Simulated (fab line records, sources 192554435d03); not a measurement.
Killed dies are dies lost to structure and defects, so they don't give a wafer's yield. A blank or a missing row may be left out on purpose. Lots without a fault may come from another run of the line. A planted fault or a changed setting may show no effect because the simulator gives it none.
fab line records | flow n5_finfet
record lots=5 wafers=15 last_day=18
route steps=1938 shown BEOL_M2@875 BEOL_M4@1111 PASSIVATION@1936
lots that met no fault: from a run of the same line without faults
start_h: hours from the record's first day to the start of the lot's first wafer shown | wait_h: hours since the lot's step before | " the same as in the row above | L1.1+2: a row that stands for several wafers | - no value, or no start given | * or withheld: withheld | < > ~ a bound
route shown NAME@n: a module of which the file shows steps, and the number in the route of the first | usual: mean/standard deviation of fault-free wafers | same: alike in all rows | chamber/n: place in a boat | sites: the reading at each site | _std_site: their standard deviation | _edge_site: outer sites' mean less inner sites' | radius_mm: how far each site lies from the wafer's centre | mask NAME#n: copy n | behind: the tool/chamber that last shaped the wafer | hold: why the lot was held/for how many hours/how that ended | device: the transistor (n, p or np) that didn't switch | end of line: the same wafers' tests at the end of the route | a step without rows: its recipe alone | killed: dies lost to structure and defects at the first sort, not the wafer's yield | map: a wafer's dies, x killed, . not, _ none there
set.NAME: the setting as run; set.NAME@STEP: as run at that earlier step | model.NAME: the simulator's own value behind a step, which no gauge read
lots at some steps of the route; a table a step, a row a wafer
services: from which hour (start_h, from the record's first day; less than 0 if before it) a tool's chamber was out of use, for how many hours, and why
## steps
# step N5_BEOL_M2_DEVELOP_27
# recipe develop_time_s=30 developer=TMAH resist=CAR-EUV rinse_liquid=surfactant_rinse dry=air_spin dev_temp_c=23
# step N5_BEOL_M2_CD_MEAS_28
# recipe target_cd_nm=26.2 landing_energy_ev=500 detector=se_inlens target_cd_y_nm=24.1 polarity=opening
# usual cd_nm=26.2/0.31
# columns lot.wafer tool chamber start_h wait_h cd_nm
L651.1 cd_sem-03 0 141.28 - 26.3
L651.2 " 0 " " 26.2
L651.5 " 0 " " 26.5
L653.2 cd_sem-03 0 172.73 - 26.3
L653.4 " 0 " " 26.0
L653.6 " 0 " " 26.3
L660.1 cd_sem-03 0 205.86 - 26.5
L660.3 " 0 " " 26.1
L660.5 " 0 " " 25.9
L666.3 cd_sem-02 0 240.74 - 26.5
L666.5 " 0 " " 26.3
L666.6 " 0 " " 26.2
L669.2 cd_sem-02 0 265.04 - 26.6
L669.4 " 0 " " 25.9
L669.6 " 0 " " 25.5
# step N5_BEOL_M2_OVL_MEAS_29
# recipe points_per_wafer=522
# usual V1_OVL=0.1/0.65
# columns lot.wafer tool chamber start_h wait_h V1_OVL[nm]
L651.1 overlay-02 0 141.31 0.0 0.7
L651.2 " 0 " " -0.6
L651.5 " 0 " " 0.2
L653.2 overlay-02 0 172.76 0.0 -0.5
L653.4 " 0 " " 0.6
L653.6 " 0 " " -0.3
L660.1 overlay-01 0 205.89 0.0 1.2
L660.3 " 0 " " 0.8
L660.5 " 0 " " 0.7
L666.3 overlay-02 0 240.78 0.0 0.7
L666.5 " 0 " " 1.5
L666.6 " 0 " " 0.5
L669.2 overlay-02 0 265.08 0.0 -0.8
L669.4 " 0 " " -0.1
L669.6 " 0 " " -0.9
# step N5_BEOL_M2_INSPECT_30
# recipe mode=adi inspect_instrument=brightfield
# usual raw_defect_count=449/110
# columns lot.wafer tool chamber start_h wait_h raw_defect_count
L651.1 defect_inspect-01 - 141.37 0.1 385
L651.2 " - " " 469
L651.5 " - " " 483
L653.2 defect_inspect-02 - 172.81 0.0 580
L653.4 " - " " 379
L653.6 " - " " 430
L660.1 defect_inspect-01 - 205.95 0.1 407
L660.3 " - " " 528
L660.5 " - " " 356
L666.3 defect_inspect-01 - 240.82 0.0 569
L666.5 " - " " 524
L666.6 " - " " 547
L669.2 defect_inspect-01 - 265.13 0.0 436
L669.4 " - " " 341
L669.6 " - " " 374
# step N5_BEOL_M2_DESCUM_33
# recipe chemistry=O2 time_s=7 source_power_w=50 bias_power_w=20 pressure_mtorr=20 rf_frequency_hz=2.712e+07 temp_c=40 resist=CAR-EUV o2_flow_sccm=225
# usual drypump_motor_current_A=5.6/0.44 oes_product_au=0.81/0.1 rf_vpp_V=243.5/1.4 showerhead_plenum_p_Torr=2.12/0.074 throttle_valve_pct=20.42/0.21
# columns lot.wafer tool chamber start_h wait_h drypump_motor_current_A oes_product_au rf_hours_counter_h rf_vpp_V showerhead_plenum_p_Torr throttle_valve_pct
L651.1 rie_diel-04 3 141.41 0.0 6.0 0.97 2 244.3 2.15 20.41
L651.2 " 0 " " 5.9 0.69 200 243.9 2.17 20.39
L651.5 " 1 " " 5.7 0.76 - 244.5 2.06 20.35
L653.2 rie_diel-04 3 172.85 0.0 6.0 0.92 18 242.5 2.14 20.42
L653.4 " 1 " " 5.7 0.77 178 242.7 2.06 20.38
L653.6 " 0 " " 5.8 0.69 - 245.7 2.17 20.41
L660.1 rie_diel-04 1 205.99 0.0 5.7 0.76 188 243.5 2.05 20.37
L660.3 " 3 " " 6.0 0.90 27 243.4 2.14 20.45
L660.5 " 1 " " 5.7 0.76 - 242.1 2.05 20.37
L666.3 rie_diel-03 0 240.86 0.0 5.0 0.81 61 242.5 2.11 20.34
L666.5 " 2 " " 5.2 0.72 - 242.3 1.99 20.79
L666.6 " 3 " " 4.8 0.91 - 245.0 2.20 20.06
L669.2 rie_diel-02 0 265.16 0.0 6.3 0.78 110 241.9 2.12 20.84
L669.4 " 3 " " 5.7 0.88 38 243.7 2.07 20.40
L669.6 " 2 " " 5.3 0.74 - 244.5 2.21 20.48
# step N5_BEOL_M2_ETCH_77
# recipe chemistry=N2/H2 target=underlayer target_depth_a=65 mask_material=CAR-EUV time_s=5.2 ion_energy_ev=200 pressure_mtorr=30 source_w=840 bias_w=150 n2_flow_sccm=200 h2_flow_sccm=200 ends=cleared
# usual drypump_motor_current_A=5.6/0.43 etch_rf_on_time_s=5.20/0.24 oes_product_au=0.69/0.083 rf_fwd_power_W=819.5/2.6 rf_vpp_V=525.0/2.6 showerhead_plenum_p_Torr=2.57/0.091 throttle_valve_pct=17.79/0.21
# columns lot.wafer tool chamber start_h wait_h drypump_motor_current_A etch_rf_on_time_s oes_product_au rf_fwd_power_W rf_hours_counter_h rf_vpp_V showerhead_plenum_p_Torr throttle_valve_pct
L651.1 rie_diel-04 3 141.44 0.0 6.0 5.42 0.83 819.3 2 526.8 2.62 17.84
L651.2 " 0 " " 5.8 5.32 0.58 816.8 200 526.5 2.65 17.92
L651.5 " 1 " " 5.7 5.03 0.66 821.4 - 522.4 2.55 18.01
L653.2 rie_diel-04 3 172.88 0.0 6.0 5.26 0.77 821.1 18 525.7 2.61 17.85
L653.4 " 1 " " 5.7 4.98 0.65 817.5 178 523.6 2.55 18.04
L653.6 " 0 " " 5.8 5.28 0.59 820.3 - 528.4 2.65 17.98
L660.1 rie_diel-04 1 206.02 0.0 5.7 4.96 0.64 822.6 188 523.1 2.54 18.04
L660.3 " 3 " " 6.0 5.34 0.76 822.1 27 525.4 2.61 17.83
L660.5 " 1 " " 5.7 4.95 0.64 819.5 - 522.8 2.54 18.01
L666.3 rie_diel-03 0 240.89 0.0 5.0 5.08 0.71 819.3 61 526.4 2.55 17.58
L666.5 " 2 " " 5.3 4.96 0.61 818.6 - 519.9 2.40 17.98
L666.6 " 3 " " 4.9 5.10 0.76 817.6 - 527.1 2.70 17.66
L669.2 rie_diel-02 0 265.20 0.0 6.4 5.07 0.69 818.5 110 522.3 2.53 17.86
L669.4 " 3 " " 5.7 5.23 0.75 817.7 38 521.2 2.45 17.37
L669.6 " 2 " " 5.2 5.16 0.64 818.7 - 527.2 2.63 17.66
# step N5_BEOL_M2_ETCH_69
# recipe chemistry=CF4 target=SiARC target_depth_a=156 mask_material=CAR-EUV time_s=26 ion_energy_ev=80 pressure_mtorr=40 source_w=545 bias_w=36 Ar_flow_sccm=100 cf4_flow_sccm=100 ends=cleared
# step N5_BEOL_M2_ALD_98
# recipe material=SiO2 target_thk_a=25 temp_c=100 ald_precursor_family=BDEAS ald_co_reactant=O2-plasma pulse_time_s=1 co_reactant_pulse_time_s=1 purge_time_s=2 co_reactant_purge_time_s=2 ald_cycles=17 pressure_torr=2
# usual chamber_pressure_Torr=2.000/0.0044 heater_power_w=75/3.8 precursor_pulse_height_rel=1.000/0.021 susceptor_temp_C=100.00/0.13
# columns lot.wafer tool chamber start_h wait_h chamber_pressure_Torr heater_power_w precursor_pulse_height_rel susceptor_temp_C
L651.1 ald_sin-01 0 141.54 0.1 2.000 72 1.008 99.98
L651.2 " 3 " " 1.995 73 0.991 99.91
L651.5 " 2 " " 2.002 73 1.013 100.10
L653.2 ald_sin-02 2 173.07 0.1 2.001 84 0.987 100.12
L653.4 " 3 " " 2.004 79 1.032 100.07
L653.6 " 3 " " 1.995 80 0.996 99.96
L660.1 ald_sin-02 3 206.14 0.1 1.996 82 0.972 99.96
L660.3 " 1 " " 2.001 77 0.993 99.93
L660.5 " 0 " " 1.997 73 1.009 100.01
L666.3 ald_sin-02 0 241.05 0.1 1.996 72 1.015 99.91
L666.5 " 2 " " 1.997 74 1.013 100.07
L666.6 " 3 " " 1.995 83 0.979 100.26
L669.2 ald_sin-01 3 265.30 0.1 1.998 72 1.000 99.95
L669.4 " 0 " " 1.996 71 0.984 100.05
L669.6 " 2 " " 1.997 74 0.983 100.08
# step N5_BEOL_M2_ETCHBACK_99
# recipe chemistry=CHF3 target=SiO2 target_depth_a=50 time_s=10.4 source_w=215 bias_w=47 Ar_flow_sccm=200 CHF3_flow_sccm=12 ion_energy_ev=100 pressure_mtorr=30
# usual drypump_motor_current_A=5.6/0.45 oes_product_au=0.80/0.091 rf_vpp_V=242/6.6 showerhead_plenum_p_Torr=2.17/0.072 throttle_valve_pct=17.06/0.21
# columns lot.wafer tool chamber start_h wait_h drypump_motor_current_A oes_product_au rf_hours_counter_h rf_vpp_V showerhead_plenum_p_Torr throttle_valve_pct
L651.1 rie_diel-03 0 145.04 3.5 5.0 0.87 29 245 2.18 16.92
L651.2 " 1 " " 5.8 0.68 209 238 2.12 16.88
L651.5 " 1 " " 5.8 0.68 - 240 2.12 16.88
L653.2 rie_diel-02 0 181.62 8.5 6.3 0.83 79 234 2.18 17.27
L653.4 " 1 " " 5.5 0.68 247 244 2.13 17.46
L653.6 " 0 " " 6.3 0.82 - 235 2.18 17.27
L660.1 rie_diel-02 0 219.88 13.7 6.3 0.80 96 234 2.17 17.31
L660.3 " 2 " " 5.2 0.75 138 237 2.23 16.83
L660.5 " 1 " " 5.5 1.00 - 241 2.12 17.02
L666.3 rie_diel-04 3 252.08 11.0 6.0 0.87 42 252 2.17 16.96
L666.5 " 0 " " 5.8 0.68 - 233 2.20 17.03
L666.6 " 1 " " 5.7 0.74 - 242 2.15 17.38
L669.2 rie_diel-03 3 274.99 9.7 4.9 0.87 41 255 2.29 16.91
L669.4 " 0 " " 5.0 0.81 - 245 2.17 17.02
L669.6 " 2 " " 5.2 0.69 - 242 2.04 17.42
# step N5_BEOL_M2_ETCH_70
# recipe chemistry=N2/H2 target=SOC target_depth_a=800 overetch_a=240 mask_material=SiARC temp_c=40 time_s=130 ion_energy_ev=200 pressure_mtorr=30 source_w=840 bias_w=150 n2_flow_sccm=200 h2_flow_sccm=200
# usual drypump_motor_current_A=5.6/0.46 oes_product_au=0.59/0.064 rf_fwd_power_W=836.4/2.4 rf_vpp_V=524.8/2.7 showerhead_plenum_p_Torr=2.57/0.091 throttle_valve_pct=17.74/0.22
# columns lot.wafer tool chamber start_h wait_h drypump_motor_current_A oes_product_au rf_fwd_power_W rf_hours_counter_h rf_vpp_V showerhead_plenum_p_Torr throttle_valve_pct
L651.1 rie_diel-03 0 145.08 0.0 5.0 0.65 837.2 29 526.0 2.57 17.47
L651.2 " 1 " " 5.8 0.52 839.9 209 524.0 2.51 17.64
L651.5 " 1 " " 5.8 0.53 836.7 - 522.5 2.51 17.64
L653.2 rie_diel-02 0 181.65 0.0 6.4 0.60 839.4 79 524.2 2.55 17.74
L653.4 " 1 " " 5.5 0.51 835.7 247 522.7 2.52 18.26
L653.6 " 0 " " 6.4 0.60 840.3 - 524.9 2.55 17.76
L660.1 rie_diel-02 0 219.92 0.0 6.4 0.59 836.6 96 524.9 2.54 17.77
L660.3 " 2 " " 5.3 0.55 839.5 138 525.8 2.63 17.57
L660.5 " 1 " " 5.5 0.73 835.6 - 523.6 2.52 17.89
L666.3 rie_diel-04 3 252.12 0.0 6.0 0.65 841.3 42 524.4 2.60 17.85
L666.5 " 0 " " 5.8 0.51 836.2 - 526.8 2.64 17.97
L666.6 " 1 " " 5.7 0.53 835.9 - 523.4 2.54 18.05
L669.2 rie_diel-03 3 275.03 0.0 4.9 0.64 832.5 41 529.3 2.69 17.62
L669.4 " 0 " " 5.0 0.60 835.8 - 525.4 2.55 17.56
L669.6 " 2 " " 5.2 0.52 836.2 - 521.2 2.40 17.95
# step N5_BEOL_M2_STRIP_71
# recipe chemistry=N2/H2 temp_c=40 n2_flow_sccm=200 h2_flow_sccm=200 rf_frequency_hz=6e+07
# step N5_BEOL_M2_STRIP_78
# recipe chemistry=N2/H2 temp_c=40 n2_flow_sccm=200 h2_flow_sccm=200 rf_frequency_hz=6e+07
# step N5_BEOL_M2_VIA_ETCH_34
# recipe chemistry=C4F6/O2 target_depth_a=694 mask_material=SOC pressure_mtorr=15 ion_energy_ev=250 taper_deg=4 time_s=65.9 source_w=350 bias_w=170 Ar_flow_sccm=300 C4F6_flow_sccm=10 O2_flow_sccm=10
# usual O2_flow_sccm=10.00/0.032 drypump_motor_current_A=5.6/0.46 oes_product_au=0.80/0.092 rf_fwd_power_W=347.3/1.1 rf_vpp_V=668/18 showerhead_plenum_p_Torr=2.87/0.092 throttle_valve_pct=30.72/0.29
# columns lot.wafer tool chamber start_h wait_h O2_flow_sccm drypump_motor_current_A oes_product_au rf_fwd_power_W rf_hours_counter_h rf_vpp_V showerhead_plenum_p_Torr throttle_valve_pct model.etch.depth_nm model.SOC_of_BEOL_M2_COAT_67.thk_nm
L651.1 rie_diel-03 0 145.19 0.0 10.02 5.0 0.87 347.4 29 676 2.88 30.58 69.44 52.2
L651.2 " 1 " " 10.02 5.8 0.68 347.8 209 659 2.81 30.37 63.53 52.8
L651.5 " 1 " " 9.98 5.9 0.68 346.1 - 659 2.81 30.35 63.66 52.8
L653.2 rie_diel-02 0 181.76 0.0 9.98 6.3 0.83 348.1 80 649 2.87 31.10 70.63 51.4
L653.4 " 1 " " 10.01 5.5 0.68 345.2 247 668 2.81 31.04 67.21 52
L653.6 " 0 " " 9.96 6.3 0.83 349.1 - 649 2.87 31.10 70.56 51.6
L660.1 rie_diel-02 0 220.03 0.0 10.04 6.3 0.81 345.5 96 649 2.87 31.11 69.37 51.8
L660.3 " 2 " " 10.00 5.2 0.74 347.1 138 656 2.95 30.49 69.24 51.8
L660.5 " 1 " " 9.94 5.5 0.93 262.4 - 766 2.81 31.00 62.74 52.6
L666.3 rie_diel-04 3 252.23 0.0 10.01 6.0 0.86 346.9 42 693 2.86 30.52 67.86 51.6
L666.5 " 0 " " 10.00 5.8 0.68 347.3 - 646 2.90 30.44 68.15 52
L666.6 " 1 " " 9.96 5.7 0.74 346.3 - 666 2.84 31.03 71.2 51.8
L669.2 rie_diel-03 3 275.14 0.0 9.98 4.8 0.88 346.1 41 704 3.01 30.49 71.68 52
L669.4 " 0 " " 10.03 5.0 0.82 346.2 - 678 2.86 30.63 70.5 51.8
L669.6 " 2 " " 9.98 5.2 0.70 349.4 - 668 2.70 31.18 70.54 51.8
# step N5_BEOL_M2_STRIP_83
# recipe chemistry=C4F6/O2 resist=SiARC rf_frequency_hz=6e+07
# step N5_BEOL_M4_RC_MEAS_101
# usual DIBL_N=36.4/2.2 DIBL_P=36.3/2.5 IOFF_N=0.17/0.052 IOFF_P=0.23/0.049 ION_N=674/17 ION_P=464/11 SS_N=71.7/0.98 SS_P=73.3/0.84 VT_N=250/4 VT_P=-249/3.8
# columns lot.wafer tool chamber start_h wait_h DIBL_N[mV/V] DIBL_P[mV/V] IOFF_N[nA/um] IOFF_P[nA/um] ION_N[uA/um] ION_P[uA/um] SS_N[mV/dec] SS_P[mV/dec] VT_N[mV] VT_P[mV]
L651.1 prober-01 0 186.10 0.0 34.2 33.0 0.12 0.17 667 458 70.8 72.6 252 -253
L651.2 " 0 " " 35.8 34.4 0.12 0.18 659 454 72.0 73.1 254 -254
L651.5 " 0 " " 35.7 33.2 0.12 0.16 634 439 71.7 71.6 255 -254
L653.2 prober-02 0 228.28 0.2 36.7 37.0 0.18 0.25 676 473 71.9 73.9 248 -246
L653.4 " 0 " " 36.5 36.3 0.17 0.25 676 469 71.4 73.7 248 -244
L653.6 " 0 " " 38.9 39.8 0.24 0.32 701 481 71.8 74.9 244 -243
L660.1 prober-02 0 271.98 0.0 37.8 39.6 0.17 0.27 670 464 72.3 74.1 250 -248
L660.3 " 0 " " 37.4 38.4 0.17 0.23 690 471 72.0 74.0 249 -252
L660.5 " 0 " " 37.0 37.8 0.16 0.23 670 458 72.0 73.0 253 -249
L669.2 prober-02 0 317.61 0.2 36.3 36.3 0.16 0.22 680 470 71.6 72.9 248 -248
L669.4 " 0 " " 35.4 35.8 0.15 0.23 676 477 71.2 73.4 247 -246
L669.6 " 0 " " 39.9 40.6 0.25 0.31 690 467 72.9 74.3 244 -244
L666.3 prober-01 0 322.15 0.3 34.0 33.9 0.12 0.18 669 465 70.6 73.1 255 -248
L666.5 " 0 " " 34.6 34.0 0.13 0.17 677 464 70.9 73.3 253 -250
L666.6 " 0 " " 42.9 38.9 0.49 0.29 666 452 78.0 74.8 246 -245
# step N5_PASSIVATION_PROBE_49
# usual defect_limited_yield=91.2/1.4 killed_at_M0_to_M3=34/9.3 killed_at_M4_up=14/5.9 killed_at_contacts=14/5.7 killed_at_front_end=38/10 killed_at_other=4/3.2 killed_dies=104/17 killed_open=67/13 killed_short=33/6.9 sort_bin_4_leakage=0/3.6 sort_bin_5_function=5.2/1 sort_bin_6_memory=3.3/0.61 sort_bin_8_speed=0.3/1.8 sort_n_pass=1069/52
# same gross_dies=1180 killed_at_back_side=0
# columns lot.wafer tool chamber start_h wait_h defect_limited_yield[%] killed_at_M0_to_M3 killed_at_M4_up killed_at_contacts killed_at_front_end killed_at_other killed_dies killed_open killed_short sort_bin_4_leakage[%] sort_bin_5_function[%] sort_bin_6_memory[%] sort_bin_8_speed[%] sort_n_pass
L653.2 prober-01 - 335.98 0.1 88.3 50 23 17 36 12 138 88 38 0 7.3 4.0 0 1042
L653.4 prober-01 - 336.08 0.2 89.3 32 26 23 40 5 126 80 39 0 6.7 3.7 0 1054
L653.6 prober-01 - 336.18 0.3 91.3 28 21 11 41 2 103 66 32 0 5.1 3.4 0 1077
# killed by level:class
L653.2 MOL_CONTACT_COAG:geometric_particle:open=14 BEOL_M4:geometric_particle:open=11 BEOL_M3:geometric_particle:open=11 BEOL_M1:geometric_particle:open=9 BEOL_M2:geometric_particle:short=9 FIN_SAQP:geometric_particle:short=7 BEOL_M0_SAQP:geometric_particle:open=7 PASSIVATION:area_etch=6
L653.4 MOL_CONTACT_COAG:geometric_particle:open=18 BEOL_M4:geometric_particle:open=14 STI_FIN_REVEAL:geometric_particle:open=9 BEOL_M0_SAQP:geometric_particle:short=9 BEOL_M1:geometric_particle:open=8 FIN_SAQP:geometric_particle:open=6 DUMMY_GATE:geometric_particle:open=5 MOL_CONTACT_COAG:geometric_particle:short=5
L653.6 FIN_SAQP:geometric_particle:open=11 FIN_SAQP:geometric_particle:short=10 BEOL_M4:geometric_particle:open=10 MOL_CONTACT_COAG:geometric_particle:open=9 BEOL_M3:geometric_particle:open=9 BEOL_M0_SAQP:geometric_particle:open=6 DUMMY_GATE:geometric_particle:open=5 BEOL_M2:geometric_particle:open=5
## services
# columns tool chamber start_h hours kind
rie_diel-04 3 118.34 - clean
rie_diel-04 3 118.34 - consumable_replace:focus_ring
rie_diel-04 3 118.34 17.5 scheduled_down
rie_diel-04 3 118.34 17.5 vent_cycle
rie_diel-03 3 134.34 - clean
rie_diel-03 3 134.34 - consumable_replace:focus_ring
rie_diel-03 3 134.34 - consumable_replace:showerhead
rie_diel-03 3 134.34 23.1 scheduled_down
rie_diel-03 3 134.34 23.1 vent_cycle
rie_diel-04 2 135.83 - clean
rie_diel-04 2 135.83 - consumable_replace:focus_ring
rie_diel-04 2 135.83 - consumable_replace:showerhead
rie_diel-04 2 135.83 27.6 scheduled_down
rie_diel-04 2 135.83 27.6 vent_cycle
rie_diel-02 3 140.88 - clean
rie_diel-02 3 140.88 - consumable_replace:focus_ring
rie_diel-02 3 140.88 17.4 scheduled_down
rie_diel-04 0 148.13 4.3 repair
ald_sin-02 - 177.14 14.0 pm
rie_diel-03 0 201.11 2.7 repair
ald_sin-02 - 214.53 6.1 pm
ald_sin-01 3 241.24 13.3 repair
rie_diel-04 2 244.17 16.4 repair
ald_sin-01 1 256.45 4.3 repair
## key
first_sign step=N5_BEOL_M2_VIA_ETCH_34 reading=rf_fwd_power_W direction=down sigmas=74 usual=* struck=*
effect step=N5_BEOL_M2_VIA_ETCH_34 reading=rf_vpp_V direction=up sigmas=5.5 usual=668 struck=766
model_effect step=N5_BEOL_M2_VIA_ETCH_34 value=etch.depth_nm without=69.76 struck=62.74
met_at N5_BEOL_M2_VIA_ETCH_34
struck_wafers L660.5
onset_between 181.76 220.03
fault kind=process_parameter_drift tool=rie_diel-02 chamber=1 onset_h=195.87 steps=N5_BEOL_M2_VIA_ETCH_34 channel=source_w offset=-84 shape=step end_h=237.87 acts_in=these_recipes_only stated=350
